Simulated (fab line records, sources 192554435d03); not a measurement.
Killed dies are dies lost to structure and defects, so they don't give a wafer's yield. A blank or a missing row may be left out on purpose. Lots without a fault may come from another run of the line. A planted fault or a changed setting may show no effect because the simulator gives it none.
Tool commonality check | flow n5_finfet | 9 lots, 26 wafers sampled

WHY IT WAS OPENED
At N5_SD_EPI_P_EPI_MEAS_23 the reading thk_nm is flagged on 2 of 9 lots. Wafers without a fault read 60.7 nm, standard deviation 1.3.
Rule: a lot is flagged when every wafer of it that has a number lies more than 4 standard deviations from that mean, or none has a number. The other lots count as sound.

lot  | measured    | on            | thk_nm (nm), wafer by wafer | flag
L882 | day 3 11:07 | film_metro-01 | 61.2 60.1 61.6              |
L886 | day 4 08:43 | film_metro-01 | 61.9 61.8 60.4              |
L889 | day 5 07:12 | film_metro-01 | 61.3 59.2                   |
L894 | day 6 10:30 | film_metro-01 | 61.0 60.1 60.8              |
L896 | day 6 20:46 | film_metro-02 | 60.8 57.8 58.7              |
L897 | day 7 04:02 | film_metro-01 | 1.3 0.9 0.5                 | FLAGGED
L898 | day 7 10:07 | film_metro-02 | 1.3 1.9 2.1                 | FLAGGED
L899 | day 7 14:11 | film_metro-02 | 61.1 62.1 60.2              |
L900 | day 8 00:14 | film_metro-02 | 62.2 62.6 60.5              |
The numbers of the flagged lots are 1.3 nm on average: -59.4 nm against the usual, or -46 standard deviations.

WHICH TOOL RAN EACH LOT
The record holds 3 process steps before the reading, out of a route of 1938 steps. In each cell: the tool, then ch and the chambers that the sampled wafers went through, then the start.
lot  | flag    | N5_SD_EPI_N_ETCHBACK_44           | N5_SD_EPI_P_ETCHBACK_46           | N5_SD_EPI_P_ETCH_47
L882 |         | rie_diel-01 ch 0,3, day 3 03:32   | rie_diel-02 ch 0,3, day 3 07:59   | rie_diel-02 ch 0,3, day 3 08:05
L886 |         | rie_diel-06 ch 0,2,3, day 4 00:28 | rie_diel-02 ch 0,2, day 4 05:21   | rie_diel-02 ch 0,2, day 4 05:27
L889 |         | rie_diel-01 ch 1,3, day 4 22:58   | rie_diel-04 ch 0,3, day 5 04:07   | rie_diel-04 ch 0,3, day 5 04:13
L894 |         | rie_diel-06 ch 0,1, day 6 03:04   | rie_diel-04 ch 0,3, day 6 07:22   | rie_diel-04 ch 0,3, day 6 07:28
L896 |         | rie_diel-05 ch 0,1,2, day 6 12:34 | rie_diel-04 ch 0,1,2, day 6 17:38 | rie_diel-04 ch 0,1,2, day 6 17:44
L897 | FLAGGED | rie_diel-05 ch 1,2,3, day 6 20:23 | rie_diel-04 ch 0,1,2, day 7 00:56 | rie_diel-04 ch 0,1,2, day 7 01:02
L898 | FLAGGED | rie_diel-01 ch 0,1,3, day 7 02:05 | rie_diel-04 ch 0,1,2, day 7 06:56 | rie_diel-04 ch 0,1,2, day 7 07:02
L899 |         | rie_diel-01 ch 0,3, day 7 06:40   | rie_diel-04 ch 0,1,2, day 7 11:02 | rie_diel-04 ch 0,1,2, day 7 11:08
L900 |         | rie_diel-01 ch 0,2,3, day 7 16:36 | rie_diel-02 ch 0,1,2, day 7 21:06 | rie_diel-02 ch 0,1,2, day 7 21:12
What these steps do:
- N5_SD_EPI_N_ETCHBACK_44: etches SiNx in CH3F/O2, stops on SiO2, target depth 14.5 nm.
- N5_SD_EPI_P_ETCHBACK_46: etches SiNx in CH3F/O2, stops on SiO2, target depth 17.5 nm.
- N5_SD_EPI_P_ETCH_47: etches SiOCN in CH3F/O2, target depth 25 nm.
- N5_SD_EPI_P_EPI_MEAS_23

FLAGGED OVER TOTAL, TOOL BY TOOL (the gauges that took the reading come last)
step                    | tool          | lots run | flagged | share of the flagged lots | sound lots run after its first flagged lot
N5_SD_EPI_N_ETCHBACK_44 | rie_diel-01   | 5        | 1       | some                      | 2 (L899,L900)
N5_SD_EPI_N_ETCHBACK_44 | rie_diel-05   | 2        | 1       | some                      | 0
N5_SD_EPI_N_ETCHBACK_44 | rie_diel-06   | 2        | 0       | none                      | -
N5_SD_EPI_P_ETCHBACK_46 | rie_diel-02   | 3        | 0       | none                      | -
N5_SD_EPI_P_ETCHBACK_46 | rie_diel-04   | 6        | 2       | all                       | 1 (L899)
N5_SD_EPI_P_ETCH_47     | rie_diel-02   | 3        | 0       | none                      | -
N5_SD_EPI_P_ETCH_47     | rie_diel-04   | 6        | 2       | all                       | 1 (L899)
N5_SD_EPI_P_EPI_MEAS_23 | film_metro-01 | 5        | 1       | some                      | 0
N5_SD_EPI_P_EPI_MEAS_23 | film_metro-02 | 4        | 1       | some                      | 2 (L899,L900)

WHAT THE TABLE ALLOWS
2 rows of the table ran every flagged lot: rie_diel-04 at N5_SD_EPI_P_ETCHBACK_46, rie_diel-04 at N5_SD_EPI_P_ETCH_47.
- rie_diel-04 at N5_SD_EPI_P_ETCHBACK_46: 2 of its 6 lots flagged. Sound lots ran on it after the first flagged one (L899), which a lasting fault on the whole tool wouldn't allow. On the flagged lots its readings are blank where sound lots have values: CH3F_flow_sccm, O2_flow_sccm, drypump_motor_current_A, oes_product_au and 3 more.
- rie_diel-04 at N5_SD_EPI_P_ETCH_47: 2 of its 6 lots flagged. Sound lots ran on it after the first flagged one (L899), which a lasting fault on the whole tool wouldn't allow.
No row of the table ran every flagged lot and no sound lot after the first.

WHAT THE SIMULATOR HAD PUT IN
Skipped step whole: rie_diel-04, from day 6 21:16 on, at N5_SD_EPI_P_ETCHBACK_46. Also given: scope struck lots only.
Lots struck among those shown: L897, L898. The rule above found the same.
